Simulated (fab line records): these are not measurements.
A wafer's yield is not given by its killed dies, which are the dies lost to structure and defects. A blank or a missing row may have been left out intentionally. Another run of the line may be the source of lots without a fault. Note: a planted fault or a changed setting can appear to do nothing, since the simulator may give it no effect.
fab line records	flow nand_harc
record: lots: 6	wafers: 18	last_day: 30
route steps=1302 shown A_STAIRCASE@779 END@1302
lots with no fault: from the same line, run without faults
start_h: start of the lot's first displayed wafer, in hours after the record's first day	wait_h: time in hours since the lot's previous step	" unchanged from the row above	L1.1+2: a single row standing in for several wafers	- either no value or no given start	* or withheld: withheld	< > ~ a bound
route shown NAME@n: NAME is a module with steps in the file, n the number in the route of the first one	usual: mean/standard deviation taken from wafers without a fault	same: alike in all rows	chamber/n: place in a boat	sites: per-site readings	_std_site: standard deviation of those values	_edge_site: outer sites' mean less inner sites'	radius_mm: how far each site lies from the wafer's centre	mask NAME#n: copy n	behind: the tool/chamber that last shaped the wafer	hold: why the lot was held/for how many hours/how that ended	device: names the non-switching transistor (n, p or np)	end of line: the same wafers' tests at the end of the route	a step without rows: its recipe alone	killed: count of dies lost to structure and defects at first sort (not the wafer's yield)	map: the dies of a wafer, with x for killed, . for not killed, _ for no die there
set.NAME: setting as actually run; set.NAME@STEP: the setting as run at that earlier step	model.NAME: the simulator's own value behind a step, which no gauge read
certain route steps with their lots: each step a table, each wafer a row
services: from which hour (start_h, from the record's first day; less than 0 if before it) a tool's chamber was out of use, for how many hours, and why
== steps ==
step: NHARC_A_STAIRCASE_EXPOSE_265
recipe: na: 0.5	dose_mj: 25.01	mask_id: CHOP_200
step: NHARC_A_STAIRCASE_PEB_266
recipe: peb_temp_c: 115	peb_time_s: 130
step: NHARC_A_STAIRCASE_DEVELOP_267
recipe: time_s: 140
step: NHARC_A_STAIRCASE_HARDBAKE_269
recipe: temp_c: 120	time_s: 140
step: NHARC_A_STAIRCASE_DESCUM_270
recipe: time_s: 3	o2_flow_sccm: 200	ar_flow_sccm: 0	bias_power_w: 0	chemistry: O2
usual: drypump_motor_current_A: 5.7/0.46	oes_product_au: 0.999/0.0072	rf_vpp_V: 57.6/0.9	showerhead_plenum_p_Torr: 1.91/0.1	throttle_valve_pct: 11.312/0.0091
lot.wafer	tool	chamber	start_h	wait_h	drypump_motor_current_A	oes_product_au	rf_hours_counter_h	rf_vpp_V	showerhead_plenum_p_Torr	throttle_valve_pct
L977.4	rie_diel-11	0	401.35	-	5.5	0.998	44	57.4	1.88	11.323
L977.1	"	2	"	"	6.4	0.999	49	56.1	1.77	11.305
L977.5	"	0	"	"	5.5	0.999	-	58.2	1.88	11.312
L985.1	rie_diel-11	1	481.65	-	5.4	1.000	15	58.8	1.96	11.300
L985.5	"	0	"	"	5.5	0.998	-	57.4	1.87	11.318
L985.4	"	1	"	"	5.4	1.001	-	58.3	1.96	11.315
L987.4	rie_diel-11	2	495.06	-	6.4	0.996	16	57.1	2.07	11.315
L987.2	"	3	"	"	5.4	0.998	17	58.3	1.79	11.314
L987.1	"	0	"	"	5.5	0.995	15	58.7	1.87	11.304
L989.4	rie_diel-11	2	518.14	-	6.5	1.006	25	57.6	2.07	11.309
L989.1	"	0	"	"	5.6	1.004	22	58.0	1.87	11.299
L989.5	"	1	"	"	5.4	1.027	-	58.2	1.96	11.304
L991.3	rie_diel-12	3	519.99	-	6.2	0.988	21	57.1	1.86	11.313
L991.4	"	0	"	"	5.7	0.995	22	58.4	1.98	11.309
L991.6	"	3	"	"	6.3	0.990	-	56.1	1.86	11.306
L992.1	rie_diel-11	2	533.07	-	6.4	1.002	31	57.1	2.07	11.298
L992.3	"	3	"	"	5.4	1.004	32	57.6	1.79	11.313
L992.6	"	2	"	"	6.4	0.997	-	57.6	2.07	11.314
step: NHARC_A_STAIRCASE_ETCH_271
recipe: cf4_flow_sccm: 100	chf3_flow_sccm: 30	ar_flow_sccm: 0	rf_w: 500	bias_w: 200	chemistry: CF4/CHF3
step: NHARC_A_STAIRCASE_HM_OPEN_457
recipe: o2_flow_sccm: 400	cos_flow_sccm: 20	ar_flow_sccm: 0	rf_w: 500	bias_w: 300	chemistry: O2/COS
usual: drypump_motor_current_A: 5.8/0.44	oes_product_au: 1.000/0.0072	rf_fwd_power_W: 498.9/1.6	rf_vpp_V: 467/3.2	showerhead_plenum_p_Torr: 3.10/0.15	throttle_valve_pct: 28.330/0.0093
lot.wafer	tool	chamber	start_h	wait_h	drypump_motor_current_A	oes_product_au	rf_fwd_power_W	rf_hours_counter_h	rf_vpp_V	showerhead_plenum_p_Torr	throttle_valve_pct
L977.1	rie_diel-11	0	-	-	5.5	1.000	497.8	44	466	3.07	28.340
L977.4	"	1	"	"	5.4	1.016	498.5	50	469	3.21	28.325
L977.5	"	0	"	"	5.6	1.001	495.3	-	467	3.07	28.317
L985.1	rie_diel-11	1	-	-	5.4	1.003	498.7	15	468	3.20	28.336
L985.4	"	3	"	"	5.4	0.996	499.9	-	464	2.94	28.333
L985.5	"	1	"	"	5.5	1.001	500.2	-	468	3.20	28.344
L987.2	rie_diel-11	0	-	-	5.6	0.999	498.9	15	467	3.06	28.343
L987.1	"	1	"	"	5.4	1.017	498.3	17	468	3.20	28.320
L987.4	"	2	"	"	6.4	0.996	497.6	16	473	3.36	28.342
L989.4	rie_diel-11	0	-	-	5.5	0.993	500.7	22	467	3.06	28.326
L989.1	"	1	"	"	5.4	1.013	499.5	25	469	3.19	28.325
L989.5	"	0	"	"	5.6	0.995	500.5	-	466	3.06	28.331
L991.4	rie_diel-12	3	-	-	6.2	0.992	500.8	21	466	3.04	28.322
L991.3	"	2	"	"	6.3	0.998	500.7	19	461	2.96	28.326
L991.6	"	0	"	"	5.7	1.003	500.9	-	470	3.22	28.309
L992.1	rie_diel-11	0	-	-	5.5	0.995	499.6	29	466	3.05	28.319
L992.3	"	3	"	"	5.4	1.014	496.2	32	463	2.93	28.334
L992.6	"	0	"	"	5.5	0.999	498.8	-	465	3.06	28.337
step: NHARC_A_STAIRCASE_STRIP_458
recipe: o2_flow_sccm: 400	cos_flow_sccm: 20	ar_flow_sccm: 0	bias_w: 0	chemistry: O2/COS
step: NHARC_A_STAIRCASE_ETCH_451
recipe: target_depth_a: 300	overetch_a: 30	time_s: 16.5	ion_energy_ev: 100	cf4_flow_sccm: 80	o2_flow_sccm: 20	ar_flow_sccm: 0	rf_w: 300	bias_w: 100	chemistry: CF4/O2
usual: drypump_motor_current_A: 5.7/0.43	oes_product_au: 1.000/0.0075	rf_fwd_power_W: 294.7/1.7	rf_vpp_V: 197.5/1.6	showerhead_plenum_p_Torr: 1.33/0.067	throttle_valve_pct: 13.397/0.0093
lot.wafer	tool	chamber	start_h	wait_h	drypump_motor_current_A	oes_product_au	rf_fwd_power_W	rf_hours_counter_h	rf_vpp_V	showerhead_plenum_p_Torr	throttle_valve_pct
L977.1	rie_diel-11	1	-	-	5.4	1.002	296.3	50	198.2	1.37	13.403
L977.4	"	3	"	"	5.3	1.006	291.9	54	195.7	1.26	13.396
L977.5	"	2	"	"	6.4	0.997	292.5	-	194.1	1.24	13.408
L985.1	rie_diel-11	1	-	-	5.4	1.002	296.8	15	197.6	1.37	13.418
L985.4	"	0	"	"	5.5	0.997	294.3	-	196.0	1.31	13.407
L985.5	"	3	"	"	5.4	1.010	291.3	-	196.8	1.25	13.398
L987.1	rie_diel-11	3	-	-	5.4	0.990	292.1	17	194.7	1.25	13.396
L987.2	"	0	"	"	5.5	0.998	297.7	15	195.9	1.31	13.378
L987.4	"	2	"	"	6.4	0.997	292.7	16	200.0	1.44	13.407
L989.1	rie_diel-11	3	-	-	5.4	0.992	294.1	25	195.5	1.25	13.411
L989.4	"	0	"	"	5.6	0.988	296.3	22	197.2	1.31	13.413
L989.5	"	2	"	"	6.4	0.995	295.1	-	198.4	1.44	13.402
L991.4	rie_diel-12	0	-	-	5.7	1.013	296.2	23	198.2	1.38	13.389
L991.3	"	1	"	"	5.4	0.996	294.9	15	199.7	1.43	13.386
L991.6	"	0	"	"	5.7	0.993	294.1	-	199.0	1.38	13.405
L992.1	rie_diel-11	3	-	-	5.4	1.002	292.7	32	195.2	1.25	13.409
L992.3	"	2	"	"	6.4	1.001	292.8	31	200.1	1.44	13.403
L992.6	"	3	"	"	5.4	1.004	294.1	-	197.1	1.25	13.407
step: NHARC_A_STAIRCASE_ETCH_273
recipe: target_depth_a: 1.02e+05	time_s: 2468.6	ion_energy_ev: 800	c4f8_flow_sccm: 80	o2_flow_sccm: 60	ar_flow_sccm: withheld	rf_w: 600	bias_w: 3000	chemistry: C4F8/O2/Ar
usual: oes_product_au: 0.935/0.011	rf_fwd_power_W: 599.6/1.7	rf_vpp_V: 1825/13
lot.wafer	tool	chamber	start_h	wait_h	oes_product_au	rf_fwd_power_W	rf_hours_counter_h	rf_vpp_V
L977.1	rie_diel-11	2	-	-	0.941	600.1	50	1806
L977.4	"	0	"	"	0.945	598.7	44	1823
L977.5	"	3	"	"	0.935	602.1	-	1812
L985.1	rie_diel-11	0	-	-	0.924	603.0	13	1822
L985.5	"	1	"	"	0.946	597.4	-	1835
L985.4	"	0	"	"	0.926	600.1	-	1821
L987.2	rie_diel-11	3	-	-	0.939	600.4	17	1811
L987.4	"	0	"	"	0.935	597.5	16	1821
L987.1	"	2	"	"	0.946	597.1	17	1847
L989.1	rie_diel-11	3	-	-	0.925	603.8	25	1811
L989.4	"	1	"	"	0.939	600.7	25	1833
L989.5	"	3	"	"	0.931	601.9	-	1812
L991.4	rie_diel-12	2	-	-	0.956	600.5	19	1813
L991.3	"	0	"	"	0.950	602.2	23	1835
L991.6	"	2	"	"	0.957	599.5	-	1811
L992.1	rie_diel-11	3	-	-	0.957	600.4	32	1810
L992.3	"	0	"	"	0.938	598.2	29	1822
L992.6	"	2	"	"	0.952	598.9	-	1846
step: NHARC_A_STAIRCASE_STRIP_274
recipe: o2_flow_sccm: 500	ar_flow_sccm: 0	bias_w: 0	chemistry: O2
step: NHARC_A_STAIRCASE_STRIP_275
recipe: time_s: 900	temp_c: 130	chemistry: SPM
usual: bath_guard_temp_C: 130.1/0.5
lot.wafer	tool	chamber	start_h	wait_h	bath_guard_temp_C
L977.1	wet_bench-06	1	404.22	-	130.2
L977.4	"	2	"	"	130.7
L977.5	"	3	"	"	130.3
L985.1	wet_bench-06	7	484.72	-	131.5
L985.5	"	0	"	"	130.1
L985.4	"	2	"	"	131.1
L987.4	wet_bench-06	7	497.57	-	130.9
L987.2	"	0	"	"	130.3
L987.1	"	3	"	"	130.3
L989.1	wet_bench-02	1	520.69	-	129.5
L989.5	"	3	"	"	129.5
L989.4	"	4	"	"	129.6
L991.6	wet_bench-06	2	522.51	-	130.7
L991.3	"	5	"	"	130.4
L991.4	"	6	"	"	130.0
L992.3	wet_bench-06	5	535.58	-	130.7
L992.1	"	0	"	"	129.8
L992.6	"	1	"	"	130.7
step: NHARC_A_STAIRCASE_PRECLEAN_276
recipe: time_s: *	temp_c: 50	bath_age_min: 0	chemistry: SC1
step: NHARC_A_STAIRCASE_SRD_277
step: NHARC_A_STAIRCASE_HM_DEP_459
recipe: target_thk_a: 15000	temp_c: 400	material: aC
step: NHARC_A_STAIRCASE_DEP_280
recipe: target_thk_a: 300	target_thk_nm: 30	temp_c: 400	pressure_torr: 3.5	flow_sccm: 200	rf_w: 350	material: SiON
step: NHARC_A_STAIRCASE_DEHYDRATE_281
recipe: temp_c: 150	time_s: 120
step: NHARC_A_STAIRCASE_HMDS_282
recipe: time_s: 30
step: NHARC_A_STAIRCASE_COAT_283
recipe: spin_rpm: 1200
step: NHARC_A_STAIRCASE_SOFTBAKE_284
recipe: temp_c: 135	time_s: 170
step: NHARC_A_STAIRCASE_EBR_285
step: NHARC_A_STAIRCASE_EXPOSE_286
recipe: na: 0.5	dose_mj: 25.01	mask_id: CHOP_100
step: NHARC_A_STAIRCASE_PEB_287
recipe: peb_temp_c: 115	peb_time_s: 130
step: NHARC_A_STAIRCASE_DEVELOP_288
recipe: time_s: 140
step: NHARC_A_STAIRCASE_HARDBAKE_290
recipe: temp_c: 120	time_s: 140
step: NHARC_A_STAIRCASE_DESCUM_291
recipe: time_s: 3	o2_flow_sccm: 200	ar_flow_sccm: 0	bias_power_w: 0	chemistry: O2
step: NHARC_A_STAIRCASE_ETCH_292
recipe: cf4_flow_sccm: 100	chf3_flow_sccm: 30	ar_flow_sccm: 0	rf_w: 500	bias_w: 200	chemistry: CF4/CHF3
step: NHARC_A_STAIRCASE_HM_OPEN_460
recipe: o2_flow_sccm: 400	cos_flow_sccm: 20	ar_flow_sccm: 0	rf_w: 500	bias_w: 300	chemistry: O2/COS
step: NHARC_A_STAIRCASE_STRIP_461
recipe: o2_flow_sccm: 400	cos_flow_sccm: 20	ar_flow_sccm: 0	bias_w: 0	chemistry: O2/COS
step: NHARC_A_STAIRCASE_ETCH_452
recipe: target_depth_a: 300	overetch_a: 30	time_s: 16.5	ion_energy_ev: 100	cf4_flow_sccm: 80	o2_flow_sccm: 20	ar_flow_sccm: 0	rf_w: 300	bias_w: 100	chemistry: CF4/O2
step: NHARC_A_STAIRCASE_ETCH_294
recipe: target_depth_a: 49890	time_s: 1211.6	ion_energy_ev: 800	c4f8_flow_sccm: 80	o2_flow_sccm: 60	ar_flow_sccm: withheld	rf_w: 600	bias_w: 3000	chemistry: C4F8/O2/Ar
step: NHARC_A_STAIRCASE_STRIP_295
recipe: o2_flow_sccm: 500	ar_flow_sccm: 0	bias_w: 0	chemistry: O2
usual: drypump_motor_current_A: 5.8/0.47	oes_product_au: 0.999/0.0073	rf_vpp_V: 57.9/0.84	showerhead_plenum_p_Torr: 3.52/0.18	throttle_valve_pct: 17.037/0.0094
lot.wafer	tool	chamber	start_h	wait_h	drypump_motor_current_A	oes_product_au	rf_hours_counter_h	rf_vpp_V	showerhead_plenum_p_Torr	throttle_valve_pct
L977.1	rie_diel-12	3	-	-	6.3	0.983	40	57.2	3.46	17.033
L977.4	"	2	"	"	6.3	1.001	43	57.7	3.36	17.017
L977.5	"	0	"	"	5.7	1.000	-	57.1	3.66	17.037
L985.4	rie_diel-08	3	-	-	5.9	0.994	34	58.2	3.33	17.047
L985.1	"	1	"	"	5.7	0.989	37	55.8	3.29	17.050
L985.5	"	2	"	"	6.3	0.993	-	58.4	3.51	17.044
L987.4	rie_diel-12	0	-	-	5.7	0.999	18	57.8	3.64	17.028
L987.2	"	1	"	"	5.4	0.998	11	59.1	3.77	17.037
L987.1	"	3	"	"	6.3	0.990	17	57.4	3.44	17.049
L989.4	rie_diel-12	0	-	-	5.7	0.995	27	58.6	3.63	17.043
L989.1	"	3	"	"	6.2	0.998	25	58.4	3.44	17.044
L989.5	"	1	"	"	5.4	0.988	-	58.0	3.76	17.034
L991.3	rie_diel-08	2	-	-	6.3	0.990	53	57.9	3.50	17.023
L991.4	"	3	"	"	5.9	1.007	52	57.0	3.32	17.029
L991.6	"	2	"	"	6.3	0.989	-	57.3	3.50	17.038
L992.3	rie_diel-08	3	-	-	5.9	1.008	53	58.1	3.32	17.029
L992.1	"	2	"	"	6.3	1.012	60	58.8	3.50	17.030
L992.6	"	0	"	"	4.9	1.004	-	59.7	3.74	17.034
step: NHARC_A_STAIRCASE_STRIP_296
recipe: time_s: 900	temp_c: 130	chemistry: SPM
step: NHARC_A_STAIRCASE_PRECLEAN_297
recipe: time_s: *	temp_c: 50	bath_age_min: 0	chemistry: SC1
step: NHARC_A_STAIRCASE_SRD_298
step: NHARC_A_STAIRCASE_HM_DEP_462
recipe: target_thk_a: 8000	temp_c: 400	material: aC
step: NHARC_A_STAIRCASE_DEP_301
recipe: target_thk_a: 300	target_thk_nm: 30	temp_c: 400	pressure_torr: 3.5	flow_sccm: 200	rf_w: 350	material: SiON
step: NHARC_A_STAIRCASE_DEHYDRATE_302
recipe: temp_c: 150	time_s: 120
step: NHARC_END_SORT_01
recipe: temp_c: 25
usual: killed_at_array: 55/17	killed_at_other: 1.1/1.4	killed_at_periphery: 3.9/3	killed_dies: 59/17	killed_open: 3.5/2	killed_short: 2.6/1.6
same: gross_dies: 677
lot.wafer	tool	chamber	start_h	wait_h	killed_at_array	killed_at_other	killed_at_periphery	killed_dies	killed_open	killed_short
L985.1	prober-01	0	667.74	2.5	16	3	0	19	1	3
L985.4	prober-01	0	670.15	3.4	20	2	4	26	4	5
L985.5	prober-01	0	670.95	3.7	17	1	2	20	5	3
L992.1	prober-01	0	720.33	2.5	101	6	2	109	3	2
L992.3	prober-01	0	721.93	3.1	101	1	1	103	4	0
L992.6	prober-01	0	724.33	4.0	132	4	2	138	6	0
L991.3	prober-02	0	720.82	3.1	148	1	6	155	6	1
L991.4	prober-02	0	721.62	3.4	107	1	2	110	5	2
L991.6	prober-02	0	723.21	4.0	121	0	1	122	6	1
killed by level:class
L985.1 A_CHANNEL_HOLE_D1:chamber_film_flake=8 A_CONTACT:chamber_film_flake=3 THIN_TSV:chamber_film_flake=3 A_ONON_D1:geometric_particle:short=1 A_ONON_D2:geometric_particle:short=1 A_CHANNEL_FILL_D2:geometric_particle:short=1 A_CONTACT:geometric_particle:open=1 A_STAIRCASE:chamber_film_flake=1
L985.4 A_CHANNEL_HOLE_D1:chamber_film_flake=8 A_SLIT:chamber_film_flake=3 A_ONON_D1:geometric_particle:short=2 THIN_TSV:chamber_film_flake=2 P_GATE:geometric_particle:open=1 P_CONTACT:geometric_particle:open=1 P_M0:geometric_particle:open=1 P_M1:geometric_particle:short=1
L985.5 A_CHANNEL_HOLE_D1:chamber_film_flake=5 A_ONON_D1:geometric_particle:short=2 A_CHANNEL_FILL_D2:geometric_particle:open=2 A_CHANNEL_HOLE_D2:chamber_film_flake=2 A_CONTACT:chamber_film_flake=2 P_CONTACT:geometric_particle:open=1 A_ONON_D2:geometric_particle:short=1 A_CONTACT:geometric_particle:open=1
L992.1 A_STAIRCASE:unspecified=83 A_CHANNEL_HOLE_D1:chamber_film_flake=8 THIN_TSV:chamber_film_flake=6 A_SLIT:chamber_film_flake=2 A_CONTACT:chamber_film_flake=2 P_CONTACT:geometric_particle:open=1 P_M0:geometric_particle:short=1 A_DECK1_JOINT:geometric_particle:open=1
L991.3 A_STAIRCASE:unspecified=80 A_SLIT:chamber_film_flake=35 A_CHANNEL_HOLE_D1:chamber_film_flake=25 P_M1:geometric_particle:open=2 P_STI:chamber_film_flake=2 A_CHANNEL_FILL_D2:chamber_film_flake=2 A_CONTACT:chamber_film_flake=2 P_M0:geometric_particle:short=1
L991.4 A_STAIRCASE:unspecified=67 A_SLIT:chamber_film_flake=18 A_CHANNEL_HOLE_D1:chamber_film_flake=13 P_CONTACT:geometric_particle:open=2 A_CHANNEL_FILL_D2:geometric_particle:open=2 A_STAIRCASE:chamber_film_flake=2 A_ONON_D1:geometric_particle:short=1 A_CHANNEL_HOLE_D2:geometric_particle:open=1
L992.3 A_STAIRCASE:unspecified=80 A_CHANNEL_HOLE_D1:chamber_film_flake=9 A_SLIT:chamber_film_flake=3 A_WL_FILL:geometric_particle:open=2 A_CONTACT:chamber_film_flake=2 P_M2:geometric_particle:open=1 A_STAIRCASE:geometric_particle:open=1 A_ZERO_WELL:chamber_film_flake=1
L991.6 A_STAIRCASE:unspecified=53 A_SLIT:chamber_film_flake=32 A_CHANNEL_HOLE_D1:chamber_film_flake=23 A_CONTACT:chamber_film_flake=4 A_SOURCE_PLATE:geometric_particle:open=1 A_ONON_D1:geometric_particle:open=1 A_CHANNEL_FILL_D1:geometric_particle:open=1 A_CHANNEL_FILL_D2:geometric_particle:open=1
L992.6 A_STAIRCASE:unspecified=100 A_CHANNEL_HOLE_D1:chamber_film_flake=13 A_CONTACT:chamber_film_flake=7 A_SLIT:chamber_film_flake=6 THIN_TSV:chamber_film_flake=4 A_M0:geometric_particle:open=2 P_M0:geometric_particle:open=1 P_M2:geometric_particle:open=1
map L991.3 (x killed, . not)
____________x____________
_________xxx...._________
_______..xxxx....._______
______..xxxxx.xx...______
_____....xxx........_____
____x..xxx.xx........____
____....x............____
___.......x...........___
___......x............___
__.....................__
__.....................__
_...................x..._
_......................._
_...............x......._
_.....................x._
_xx..x........x........._
xxxxxx...................
.xxxxxx..................
xxxxxxx..................
xxxxxxx..........x......x
xxxxxxxx..........x......
_xxxxxxx......x.xx.x...._
_xxxxxxx.....x..xxxx...._
_xxxxxxx......xxxxxxx..x_
_xxxxxx........xxxx....._
_xxxxxx......x.x.xx....._
__xxxxx.........x.xxx..__
__xxxx..........xx.x...__
___x............xx.x..___
___................x..___
____...............x.____
____..x........x.....____
_____..............._____
______...x...x.....______
_______..........._______
_________......._________
____________.____________
map L992.6 (x killed, . not)
____________.____________
_________......._________
_______x.........._______
______.............______
_____..............._____
____xx.x.............____
____.xx..............____
___.....x.............___
___.....xxx...........___
__.....xx.xxx..........__
__....xxxxxxx..x.......__
_.....xxxxxxx..........._
_....xxxxxxxxx.........._
_...x.xxxxxxxx.........._
_...xxxxxxxxxx.........._
_....xxxxxxxxxx........._
.....xxxxxxxxxx..........
......xxxxxxxx..........x
.....xxxxxxxx............
.....xxxxxxxx....x....x..
.......xxxx.....x.x....xx
_......x.x..x..........._
_.....x...........x....x_
_..............x.......x_
_........x......xx.x..x._
_..............x..xxx..._
__.x............x......__
__.............x.x.....__
___...................___
___............x......___
____...........x.....____
____.................____
_____............x.._____
______.............______
_______.......x..._______
_________......._________
____________.____________
== services ==
tool	chamber	start_h	hours	kind
rie_diel-11	0	392.02	-	clean
rie_diel-11	1	392.02	-	clean
rie_diel-11	2	392.02	-	clean
rie_diel-11	3	392.02	-	clean
rie_diel-08	1	406.95	5.1	repair
rie_diel-11	0	416.52	-	clean
rie_diel-11	1	416.52	-	clean
rie_diel-11	2	416.52	-	clean
rie_diel-11	3	416.52	-	clean
wet_bench-02	-	420.00	8.0	pm
rie_diel-11	-	434.40	9.0	pm
rie_diel-11	0	434.40	9.0	vent_cycle
rie_diel-11	1	434.40	9.0	vent_cycle
rie_diel-11	2	434.40	9.0	vent_cycle
rie_diel-11	3	434.40	9.0	vent_cycle
rie_diel-11	0	443.40	-	clean
rie_diel-11	1	443.40	-	clean
rie_diel-12	-	449.15	9.0	pm
rie_diel-11	-	463.21	0.6	repair
wet_bench-02	-	467.90	2.8	repair
rie_diel-12	-	471.86	0.6	repair
rie_diel-11	2	480.29	8.2	repair
rie_diel-12	1	495.04	11.0	repair
rie_diel-08	1	498.58	30.5	repair
== key ==
first_sign: step: NHARC_END_SORT_01	reading: killed_at_array	direction: up	sigmas: 3.8	usual: 55	struck: 118
effect: step: NHARC_END_SORT_01	reading: killed_dies	direction: up	sigmas: 3.7	usual: 59	struck: 123
more_kills_born_at: NHARC_A_STAIRCASE_STRIP_275@wet_bench-06: 463
met_at NHARC_A_STAIRCASE_STRIP_275
struck_wafers L991.3,L991.4,L991.6,L992.1,L992.3,L992.6
tester_left_out L991,L992
onset_between 497.57 522.51
also_fits time
fault: kind: chamber_particle_source	tool: wet_bench-06	chamber: -	onset_h: 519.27	steps: NHARC_A_STAIRCASE_STRIP_275	rate_per_visit_cm2: 1.6525	end_h: 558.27
tester_left_out: of these lots the tester's yield and bins aren't shown, on N5 and GAA mostly nor the transistor test; their killed dies are dies lost to structure and defects alone, not to doping, threshold or leakage, so they don't give the yield
